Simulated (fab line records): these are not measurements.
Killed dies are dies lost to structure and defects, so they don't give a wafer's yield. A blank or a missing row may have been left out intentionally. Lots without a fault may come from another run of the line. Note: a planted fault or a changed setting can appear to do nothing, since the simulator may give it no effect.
Chamber matching + flow n5_finfet + rie_diel-04 running N5_BEOL_M15_VIA_ETCH_16: 4 sister chambers
The step etches SiO2 in C4F8/O2/Ar, target depth 1792.2 nm. 16 wafers are shown with their chamber, then 8 later ones without.

== WAFERS WITH THEIR CHAMBER ==
| wafer  | chamber | rf_vpp_V (V) | drypump_motor_current_A (A) | showerhead_plenum_p_Torr (Torr) |
|--------|---------|--------------|-----------------------------|---------------------------------|
| L074.4 | 0       | 2155         | 5.1                         | 3.27                            |
| L074.5 | 2       | 2197         | 6.1                         | 3.40                            |
| L074.6 | 1       | 2187         | 5.2                         | 3.48                            |
| L080.1 | 3       | 2263         | 5.9                         | 3.60                            |
| L080.3 | 0       | 2155         | 5.1                         | 3.26                            |
| L080.4 | 2       | 2196         | 6.1                         | 3.40                            |
| L082.1 | 3       | 2264         | 5.9                         | 3.60                            |
| L082.4 | 1       | 2186         | 5.2                         | 3.47                            |
| L082.6 | 3       | 2265         | 5.9                         | 3.60                            |
| L085.2 | 3       | 2263         | 5.9                         | 3.60                            |
| L085.4 | 2       | 2196         | 6.1                         | 3.39                            |
| L085.6 | 1       | 2187         | 5.2                         | 3.47                            |
| L086.4 | 2       | 2196         | 6.1                         | 3.39                            |
| L086.5 | 1       | 2185         | 5.2                         | 3.47                            |
| L086.6 | 0       | 2154         | 5.2                         | 3.25                            |
| L093.1 | 1       | 2185         | 5.2                         | 3.46                            |

SIGNATURES (averages over the wafers above)
| reading                  | chamber 0 | chamber 1 | chamber 2 | chamber 3 | scatter within a chamber |
|--------------------------|-----------|-----------|-----------|-----------|--------------------------|
| rf_vpp_V                 | 2154.67   | 2186.00   | 2196.25   | 2263.75   | 0.825                    |
| drypump_motor_current_A  | 5.133     | 5.200     | 6.100     | 5.900     | 0.0236                   |
| showerhead_plenum_p_Torr | 3.2600    | 3.4700    | 3.3950    | 3.6000    | 0.00645                  |
Rule: a wafer's distance from a chamber is the root of the sum, over the readings, of the square of ((its reading less the chamber's mean) divided by the reading's scatter). The wafer belongs to the nearest chamber; if the next one is less than 2 further off, it can't be placed. The scatter is the square root of a quotient: the sum, over the shown wafers, of each reading's squared deviation from its chamber's mean, divided by wafers minus chambers.

== WAFERS WHOSE CHAMBER IS MISSING ==
| wafer  | rf_vpp_V (V) | drypump_motor_current_A (A) | showerhead_plenum_p_Torr (Torr) |
|--------|--------------|-----------------------------|---------------------------------|
| L093.3 | 2261         | 5.9                         | 3.59                            |
| L093.5 | 2155         | 5.1                         | 3.25                            |
| L096.1 | 2196         | 6.1                         | 3.39                            |
| L096.3 | 2186         | 5.2                         | 3.46                            |
| L096.5 | 2195         | 6.1                         | 3.39                            |
| L094.1 | 2185         | 5.2                         | 3.46                            |
| L094.2 | 2153         | 5.2                         | 3.25                            |
| L094.5 | 2154         | 5.2                         | 3.24                            |

== CHAMBER TAKEN BY EACH ==
| wafer  | from the rows above | in truth |
|--------|---------------------|----------|
| L093.3 | 3                   | 3        |
| L093.5 | 0                   | 0        |
| L096.1 | 2                   | 2        |
| L096.3 | 1                   | 1        |
| L096.5 | 2                   | 2        |
| L094.1 | 1                   | 1        |
| L094.2 | 0                   | 0        |
| L094.5 | 0                   | 0        |
Correctly placed: 8 of 8. Number that these rows cannot place: 0. Number placed wrongly: 0.
